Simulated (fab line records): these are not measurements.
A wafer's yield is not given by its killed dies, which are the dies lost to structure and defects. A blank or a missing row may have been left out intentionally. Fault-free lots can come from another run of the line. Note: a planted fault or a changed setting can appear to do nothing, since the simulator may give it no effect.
The tool behind it: which one? -- flow nand_harc -- 15 lots with 45 wafers sampled at 4 steps, on a route of 1159 steps

WHAT THE GAUGES READ, wafer by wafer
Not one reading of a measure or inspect step in the record can be checked against a usual standard deviation.

TOOL THAT RAN EACH LOT (tool first, then ch and the chambers of the sampled wafers, then the start)
lot,NHARC_A_CONTACT_ETCH_131,NHARC_A_CONTACT_DEVELOP_07,NHARC_A_CONTACT_ETCH_30,NHARC_A_CONTACT_ETCH_134
L724,"har_cap_etch-02 ch 0,1, day 17 05:46","litho_track-06 ch 0, day 17 10:00","rie_diel-01 ch 1,2,3, day 17 11:45 or earlier","har_cap_etch-02 ch 1, day 17 11:45"
L721,"har_cap_etch-03 ch 0,1, day 17 07:05","litho_track-04 ch 0, day 17 11:00","rie_diel-01 ch 0,1,3, day 17 13:14 or earlier","har_cap_etch-03 ch 0,1, day 17 13:14"
L722,"har_cap_etch-01 ch 0,1, day 17 11:59","litho_track-04 ch 0, day 17 16:00","rie_diel-07 ch 0,1,2, day 17 17:28 or earlier","har_cap_etch-01 ch 0,1, day 17 17:28"
L725,"har_cap_etch-03 ch 0,1, day 17 23:05","litho_track-06 ch 0, day 18 06:00","rie_diel-08 ch 0,2,3, day 18 08:09 or earlier","har_cap_etch-03 ch 0,1, day 18 08:09"
L726,"har_cap_etch-02 ch 0,1, day 18 10:13","litho_track-04 ch 0, day 18 14:00","rie_diel-07 ch 2,3, day 18 16:17 or earlier","har_cap_etch-03 ch 0,1, day 18 16:17"
L723,"har_cap_etch-01 ch 0,1, day 18 11:46","litho_track-06 ch 0, day 18 15:00","rie_diel-01 ch 2,3, day 18 16:59 or earlier","har_cap_etch-01 ch 0,1, day 18 16:59"
L727,"har_cap_etch-01 ch 0,1, day 19 00:59","litho_track-04 ch 0, day 19 04:00","rie_diel-07 ch 0,2,3, day 19 06:10 or earlier","har_cap_etch-03 ch 0,1, day 19 06:10"
L729,"har_cap_etch-03 ch 0,1, day 20 03:48","litho_track-01 ch 0, day 20 09:00","rie_diel-07 ch 0,1,3, day 20 10:23 or earlier","har_cap_etch-01 ch 0,1, day 20 10:23"
L733,"har_cap_etch-02 ch 0,1, day 20 17:20","litho_track-01 ch 0, day 20 21:00","rie_diel-07 ch 1,2,3, day 20 22:22 or earlier","har_cap_etch-01 ch 0,1, day 20 22:22"
L735,"har_cap_etch-03 ch 0,1, day 20 22:04","litho_track-04, day 21 04:00","rie_diel-07 ch 0,3, day 21 05:38 or earlier","har_cap_etch-03 ch 0,1, day 21 05:38"
L736,"har_cap_etch-03 ch 0,1, day 21 04:46","litho_track-04, day 21 08:00","rie_diel-07 ch 2,3, day 21 09:53 or earlier","har_cap_etch-02 ch 0,1, day 21 09:53"
L738,"har_cap_etch-01 ch 0, day 21 13:16","litho_track-01, day 21 17:00","rie_diel-07 ch 2,3, day 21 18:38 or earlier","har_cap_etch-03 ch 0,1, day 21 18:38"
L741,"har_cap_etch-03 ch 0,1, day 22 10:31","litho_track-04 ch 0, day 22 17:00","rie_diel-07 ch 1,2,3, day 22 19:06 or earlier","har_cap_etch-02 ch 0,1, day 22 19:06"
L740,"har_cap_etch-02 ch 0,1, day 22 11:14","litho_track-01 ch 0, day 22 18:00","rie_diel-08 ch 1,2, day 22 19:23 or earlier","har_cap_etch-03 ch 0,1, day 22 19:23"
L742,"har_cap_etch-02 ch 0,1, day 22 16:49","litho_track-04 ch 0, day 22 21:00","rie_diel-07 ch 0,1, day 22 22:29 or earlier","har_cap_etch-01 ch 0,1, day 22 22:29"
- NHARC_A_CONTACT_ETCH_131: etches the open film in C4F8/O2/Ar, time 155 s, target depth 956 nm.
- NHARC_A_CONTACT_DEVELOP_07: develop time 35 s.
- NHARC_A_CONTACT_ETCH_30: etches the open film in CF4/CHF3, target depth 60.5 nm, time 30.2 s.
- NHARC_A_CONTACT_ETCH_134: etches the open film in C4F8/O2/Ar, time 140 s, target depth 700 nm.

WHAT THE TOOLS THEMSELVES READ (means of the sampled wafers that have a number; where no wafer has one, the mark that the record gives instead)
NHARC_A_CONTACT_DEVELOP_07. Usual: chill_plate_temp_C 22.96 C, standard deviation 0.11; resist_line_temp_C 22.99 C, standard deviation 0.12.
lot,tool,chill_plate_temp_C (C),resist_line_temp_C (C),flag
L724,litho_track-06,22.95,23.04,
L721,litho_track-04,22.97,22.91,
L722,litho_track-04,23.03,23.02,
L725,litho_track-06,22.99,22.94,
L726,litho_track-04,22.80,22.89,
L723,litho_track-06,22.95,23.02,
L727,litho_track-04,22.84,22.96,
L729,litho_track-01,23.10,22.68,
L733,litho_track-01,22.97,23.05,
L735,litho_track-04,-,-,OFF
L736,litho_track-04,-,-,OFF
L738,litho_track-01,-,-,OFF
L741,litho_track-04,22.91,23.04,
L740,litho_track-01,23.01,22.94,
L742,litho_track-04,22.84,22.98,

NHARC_A_CONTACT_ETCH_30. Usual: cf4_flow_sccm 100.0 sccm, standard deviation 0.31; drypump_motor_current_A 5.7 A, standard deviation 0.49; oes_product_au 0.927 a.u., standard deviation 0.013; rf_vpp_V 370.9 V, standard deviation 2.4; showerhead_plenum_p_Torr 1.58 Torr, standard deviation 0.068; throttle_valve_pct 16.804 %, standard deviation 0.009.
lot,tool,cf4_flow_sccm (sccm),drypump_motor_current_A (A),oes_product_au (a.u.),rf_vpp_V (V),showerhead_plenum_p_Torr (Torr),throttle_valve_pct (%),flag
L724,rie_diel-01,99.9,5.4,0.917,371.7,1.57,16.805,
L721,rie_diel-01,100.0,5.5,0.922,371.4,1.62,16.804,
L722,rie_diel-07,100.3,5.5,0.922,370.5,1.56,16.804,
L725,rie_diel-08,100.0,5.7,0.924,372.8,1.63,16.801,
L726,rie_diel-07,100.0,5.9,0.933,370.3,1.56,16.800,
L723,rie_diel-01,100.3,5.4,0.916,370.5,1.57,16.805,
L727,rie_diel-07,100.4,6.0,0.929,369.5,1.55,16.798,
L729,rie_diel-07,100.0,5.9,0.937,370.9,1.59,16.791,
L733,rie_diel-07,100.1,5.9,0.933,371.5,1.61,16.805,
L735,rie_diel-07,100.0,6.4,0.962,371.4,1.59,16.800,
L736,rie_diel-07,99.9,5.9,0.932,369.7,1.56,16.806,
L738,rie_diel-07,99.7,5.9,0.929,369.0,1.56,16.801,
L741,rie_diel-07,100.3,5.9,0.929,371.5,1.60,16.810,
L740,rie_diel-08,100.2,5.5,0.927,372.5,1.63,16.807,
L742,rie_diel-07,100.0,5.6,0.926,369.4,1.54,16.811,

THE ANSWER, worked out from the rows above alone
Rule: a lot is off if the mean of its wafers that have a number lies more than 3 standard deviations from the usual mean. A lot without any number at a reading at which 4 lots or more have one is off too. Any other lot the step has rows for is counted as sound. First the gauges in route order, then the tools' own readings, where a lot's mean is used as printed above. The first step at which some lot is off is used, and at that step the reading that is off furthest; a lot without a number counts as furthest.
Off: L735, L736, L738, at NHARC_A_CONTACT_DEVELOP_07 (chill_plate_temp_C). Without a number there: L735, L736, L738.
A tool fits if, at that step or a process step before it, it ran every lot that is off, and no sound lot after the first of them. None of those tried fits.

WHAT HAD BEEN PUT IN BY THE SIMULATOR
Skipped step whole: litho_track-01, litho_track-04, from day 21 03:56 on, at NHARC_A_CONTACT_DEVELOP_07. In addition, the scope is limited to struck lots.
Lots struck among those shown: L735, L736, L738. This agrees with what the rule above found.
